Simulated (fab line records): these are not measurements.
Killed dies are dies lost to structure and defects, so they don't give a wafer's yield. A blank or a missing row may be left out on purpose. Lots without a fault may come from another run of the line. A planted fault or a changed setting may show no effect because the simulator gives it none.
The tool behind it: which one? / flow nand_harc / 11 lots with 33 wafers sampled at 2 steps, on a route of 1302 steps

## WHAT EACH GAUGE READ, for each wafer
NHARC_P_ZERO_WELL_CD_MEAS_52: target cd 2000 nm. Usual: 1999.9 nm for cd_nm, sd 2.1.
lot=L533; measured=day 2 11:45; on=cd_sem-02; cd_nm (nm)=2004.4 2001.5 2000.8; flag=
lot=L535; measured=day 3 07:37; on=cd_sem-01; cd_nm (nm)=1999.2 1996.8 1997.3; flag=
lot=L536; measured=day 3 18:17; on=cd_sem-02; cd_nm (nm)=1996.7 1997.0 2000.8; flag=
lot=L538; measured=day 4 13:53; on=cd_sem-03; cd_nm (nm)=2000.9 2000.7 1998.9; flag=
lot=L540; measured=day 5 09:57; on=cd_sem-02; cd_nm (nm)=2002.7 1997.7 2001.1; flag=
lot=L541; measured=day 5 19:29; on=cd_sem-02; cd_nm (nm)=1998.3 1998.8 1999.5; flag=
lot=L542; measured=day 6 07:35; on=cd_sem-01; cd_nm (nm)=1951.2 1950.0 1952.7; flag=OFF
lot=L543; measured=day 6 15:53; on=cd_sem-03; cd_nm (nm)=2001.9 1997.2 1998.2; flag=
lot=L544; measured=day 7 01:53; on=cd_sem-01; cd_nm (nm)=1996.7 1997.6 1999.0; flag=
lot=L552; measured=day 10 10:34; on=cd_sem-01; cd_nm (nm)=1999.1 2000.3 2000.5; flag=
lot=L554; measured=day 11 06:38; on=cd_sem-03; cd_nm (nm)=2002.3 1998.5 1999.5; flag=

## WHAT TOOL EACH LOT RAN ON (gives the tool, then ch and the chambers of the sampled wafers, and finally the start)
lot=L533; NHARC_P_ZERO_WELL_EXPOSE_49=krf_scanner-02 ch 0, day 2 11:35
lot=L535; NHARC_P_ZERO_WELL_EXPOSE_49=krf_scanner-04 ch 0, day 3 07:28
lot=L536; NHARC_P_ZERO_WELL_EXPOSE_49=krf_scanner-02 ch 0, day 3 18:07
lot=L538; NHARC_P_ZERO_WELL_EXPOSE_49=krf_scanner-01 ch 0, day 4 13:43
lot=L540; NHARC_P_ZERO_WELL_EXPOSE_49=krf_scanner-04 ch 0, day 5 09:47
lot=L541; NHARC_P_ZERO_WELL_EXPOSE_49=krf_scanner-04 ch 0, day 5 19:20
lot=L542; NHARC_P_ZERO_WELL_EXPOSE_49=krf_scanner-04 ch 0, day 6 07:26
lot=L543; NHARC_P_ZERO_WELL_EXPOSE_49=krf_scanner-01 ch 0, day 6 15:44
lot=L544; NHARC_P_ZERO_WELL_EXPOSE_49=krf_scanner-04 ch 0, day 7 01:45
lot=L552; NHARC_P_ZERO_WELL_EXPOSE_49=krf_scanner-04 ch 0, day 10 10:25
lot=L554; NHARC_P_ZERO_WELL_EXPOSE_49=krf_scanner-04 ch 0, day 11 06:29
- NHARC_P_ZERO_WELL_EXPOSE_49: exposes mask P HVPW, target cd 2000 nm.

## AS READ BY THE TOOLS THEMSELVES (means over the sampled wafers that have a number; for cases with no such wafer, the mark the record gives instead)
NHARC_P_ZERO_WELL_EXPOSE_49. Usual: 23.00 C for reticle_temp_C, sd 0.096.
lot=L533; tool=krf_scanner-02; reticle_temp_C (C)=22.92; flag=
lot=L535; tool=krf_scanner-04; reticle_temp_C (C)=23.05; flag=
lot=L536; tool=krf_scanner-02; reticle_temp_C (C)=22.95; flag=
lot=L538; tool=krf_scanner-01; reticle_temp_C (C)=23.01; flag=
lot=L540; tool=krf_scanner-04; reticle_temp_C (C)=23.04; flag=
lot=L541; tool=krf_scanner-04; reticle_temp_C (C)=23.00; flag=
lot=L542; tool=krf_scanner-04; reticle_temp_C (C)=22.92; flag=
lot=L543; tool=krf_scanner-01; reticle_temp_C (C)=23.08; flag=
lot=L544; tool=krf_scanner-04; reticle_temp_C (C)=23.02; flag=
lot=L552; tool=krf_scanner-04; reticle_temp_C (C)=23.01; flag=
lot=L554; tool=krf_scanner-04; reticle_temp_C (C)=22.88; flag=

## THE ANSWER, worked out from the rows above alone
Rule: lot off if the mean of its wafers having a number is beyond 3 standard deviations from the usual mean. Also off: a lot with no number at a reading for which 4 or more lots have one. The other lots that the step has rows for count as sound. First the gauges in route order, then the tools' own readings, where a lot's mean is used as printed above. At the first step where some lot is off, the reading lying furthest off is the one used; lots without a number count as furthest.
Off, at NHARC_P_ZERO_WELL_CD_MEAS_52 on cd_nm: L542.
If a tool, at a process step before that reading, ran all the lots that are off and no sound lot after the first of them, it fits. Gauges at NHARC_P_ZERO_WELL_CD_MEAS_52: tried the same way as those tools. Not one of the candidates tried fits.

## WHAT THE SIMULATOR HAD PUT IN
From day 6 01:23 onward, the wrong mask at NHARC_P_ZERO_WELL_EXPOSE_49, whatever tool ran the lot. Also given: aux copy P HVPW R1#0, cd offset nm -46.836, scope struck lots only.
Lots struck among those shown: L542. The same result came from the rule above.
